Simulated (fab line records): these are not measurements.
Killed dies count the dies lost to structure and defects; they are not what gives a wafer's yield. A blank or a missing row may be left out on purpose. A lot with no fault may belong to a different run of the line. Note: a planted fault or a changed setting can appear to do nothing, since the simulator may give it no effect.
What tool caused it? ; flow n5 finfet ; 11 lots with 33 wafers sampled at 2 steps, on a route of 1938 steps

## WHAT THE GAUGES SHOWED, per wafer
N5_BEOL_M15_INSPECT_55: inspects for defects (darkfield).
lot;measured;on;raw defect count
L240;day 12 07:10;defect inspect-01;78 46 58
L244;day 13 02:47;defect inspect-02;93 105 175
L245;day 13 11:30;defect inspect-01;75 98 82
L249;day 14 20:31;defect inspect-02;15 26 43
L250;day 14 22:17;defect inspect-02;93 102 76
L252;day 15 09:58;defect inspect-02;81 149 78
L254;day 16 00:22;defect inspect-02;50 129 66
L255;day 16 00:41;defect inspect-01;58 89 32
L256;day 16 03:31;defect inspect-01;69 107 72
L262;day 17 03:21;defect inspect-01;67 28 59
L260;day 17 07:38;defect inspect-02;101 86 41

## WHICH TOOL RAN EACH LOT (tool, then ch and the chambers of the sampled wafers, then the start)
lot;N5_BEOL_M15_ANNEAL_48
L240;rtp anneal-01 ch 0, day 12 06:25
L244;rtp anneal-01 ch 0, day 13 02:02
L245;rtp anneal-02 ch 0, day 13 10:50
L249;rtp anneal-01 ch 0, day 14 19:49
L250;rtp anneal-01 ch 0, day 14 21:32
L252;rtp anneal-02 ch 0, day 15 09:13
L254;rtp anneal-02 ch 0, day 15 23:37
L255;rtp anneal-01 ch 0, day 16 00:04
L256;rtp anneal-02 ch 0, day 16 02:49
L262;rtp anneal-01 ch 0, day 17 02:41
L260;rtp anneal-02 ch 0, day 17 06:56
- N5_BEOL_M15_ANNEAL_48: time 90 s.

## AS READ BY THE TOOLS THEMSELVES (means over the sampled wafers that have a number; for cases with no such wafer, the mark the record gives instead)
N5_BEOL_M15_ANNEAL_48.
lot;tool;wafer_temp_C_max
L240;rtp anneal-01;226.6
L244;rtp anneal-01;226.5
L245;rtp anneal-02;226.2
L249;rtp anneal-01;226.7
L250;rtp anneal-01;226.5
L252;rtp anneal-02;226.4
L254;rtp anneal-02;226.4
L255;rtp anneal-01;226.3
L256;rtp anneal-02;226.6
L262;rtp anneal-01;226.2
L260;rtp anneal-02;226.7

## THE ANSWER, worked out from the rows above alone
Rule: the usual values come from the lots themselves. Put in order of their means at a reading, lots are off if they are a third of the lots or fewer, leave a main group of 4 or more, and stand apart from it by a gap of 3 or more times the standard deviation of the main group's means; of several such gaps the widest counts. If all means in a main group match to the digits the tables above print for the reading, that group is not used. A lot without any number at a reading at which 4 lots or more have one is off too. The other lots that the step has rows for count as sound. After the gauges, taken in route order, come the tools' own readings; for these a lot's mean is taken, as printed above. The first step at which some lot is off is used, and at that step the reading that is off furthest; a lot without a number counts as furthest.
None of the lots is off at any reading shown; this tells nothing.

## WHAT THE SIMULATOR PUT IN
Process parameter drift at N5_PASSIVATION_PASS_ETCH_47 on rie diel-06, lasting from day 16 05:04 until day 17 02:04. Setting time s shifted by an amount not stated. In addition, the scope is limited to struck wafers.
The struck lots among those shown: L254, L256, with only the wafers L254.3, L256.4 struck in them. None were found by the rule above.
